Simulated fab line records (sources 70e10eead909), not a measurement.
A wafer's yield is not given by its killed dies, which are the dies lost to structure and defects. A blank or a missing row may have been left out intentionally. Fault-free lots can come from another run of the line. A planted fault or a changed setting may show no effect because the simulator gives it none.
The tool behind it: which one?    flow nand harc    66 wafers from 22 lots sampled at 2 of the route's 1302 steps

== WHAT THE GAUGES SHOWED, per wafer ==
NHARC_A_ONON_D2_THK_MEAS_05: measures by ellipsometry. Usual: 1002 nm for thk nm, sd 9.9.
lot   measured      on             thk nm (nm)     flag
L074  day 12 17:34  film metro-02  1007 1007 1009  
L075  day 12 17:35  film metro-01  996 996 996     
L076  day 13 12:51  film metro-02  1011 1011 1012  
L077  day 14 03:23  film metro-02  997 999 1000    
L078  day 14 05:34  film metro-02  1019 1018 1019  
L079  day 14 20:31  film metro-02  1000 1000 1001  
L080  day 15 02:37  film metro-01  1003 1003 1001  
L081  day 15 09:01  film metro-02  1012 1013 1014  
L083  day 16 00:21  film metro-02  999 999 999     
L085  day 17 07:41  film metro-02  1010 1009 1008  
L086  day 17 18:39  film metro-01  1007 1008 1007  
L087  day 17 18:44  film metro-02  975 976 974     
L089  day 18 11:35  film metro-02  1005 1007 1005  
L088  day 18 11:35  film metro-02  995 993 993     
L091  day 19 15:16  film metro-01  1004 1006 1004  
L090  day 19 15:16  film metro-02  992 993 994     
L092  day 20 04:41  film metro-02  1003 1003 1004  
L093  day 20 04:45  film metro-01  1005 1003 1004  
L095  day 21 05:31  film metro-02  1007 1006 1009  
L094  day 21 12:17  film metro-02  1011 1010 1013  
L096  day 21 18:06  film metro-02  978 975 978     
L097  day 21 18:20  film metro-01  1011 1009 1011  

NHARC_A_ONON_D2_THK_MEAS_21: measures by ellipsometry. Usual: 1001 nm for thk nm, sd 11.
lot   measured      on             thk nm (nm)     flag
L074  day 13 03:34  film metro-02  981 982 982     
L075  day 13 03:34  film metro-01  1011 1010 1011  
L076  day 14 00:17  film metro-01  1004 1006 1005  
L077  day 14 14:20  film metro-02  1010 1007 1008  
L078  day 14 14:19  film metro-01  1013 1014 1013  
L079  day 15 08:48  film metro-02  995 998 995     
L080  day 15 13:25  film metro-01  997 997 997     
L081  day 15 18:58  film metro-02  1027 1028 1029  
L083  day 16 12:34  film metro-01  997 997 999     
L085  day 17 17:16  film metro-02  996 998 997     
L086  day 18 04:41  film metro-02  1001 1001 1001  
L087  day 18 04:41  film metro-02  998 995 997     
L089  day 18 21:54  film metro-01  1019 1019 1020  
L088  day 18 21:55  film metro-02  987 986 990     
L091  day 20 01:12  film metro-02  1008 1008 1006  
L090  day 20 01:11  film metro-01  993 991 992     
L092  day 20 15:40  film metro-01  993 992 994     
L093  day 20 15:40  film metro-02  1012 1011 1012  
L095  day 21 18:34  film metro-02  1010 1011 1011  
L094  day 21 23:00  film metro-02  1006 1005 1005  
L096  day 22 05:50  film metro-01  992 993 994     
L097  day 22 05:50  film metro-02  992 993 993     

== EACH LOT AND THE TOOL THAT RAN IT (in order: tool; ch and the chambers of the sampled wafers; start) ==
No process step before these readings appears in the record.

== WHAT THE TOOLS THEMSELVES READ (means of the sampled wafers that have a number; where no wafer has one, the mark that the record gives instead) ==
The record holds no such reading with a usual standard deviation.

== THE ANSWER, worked out from the rows above alone ==
Rule: lot off if the mean of its wafers having a number is beyond 3 standard deviations from the usual mean. Also off: a lot with no number at a reading for which 4 or more lots have one. All remaining lots with rows at the step are treated as sound. The gauges are gone through in route order, then the tools' own readings, and for those a lot's mean is taken as printed above. The first step at which some lot is off is used, and at that step the reading that is off furthest; a lot without a number counts as furthest.
No lot is off on any of the readings shown, so nothing can be concluded from this.

== WHAT THE SIMULATOR HAD INSERTED ==
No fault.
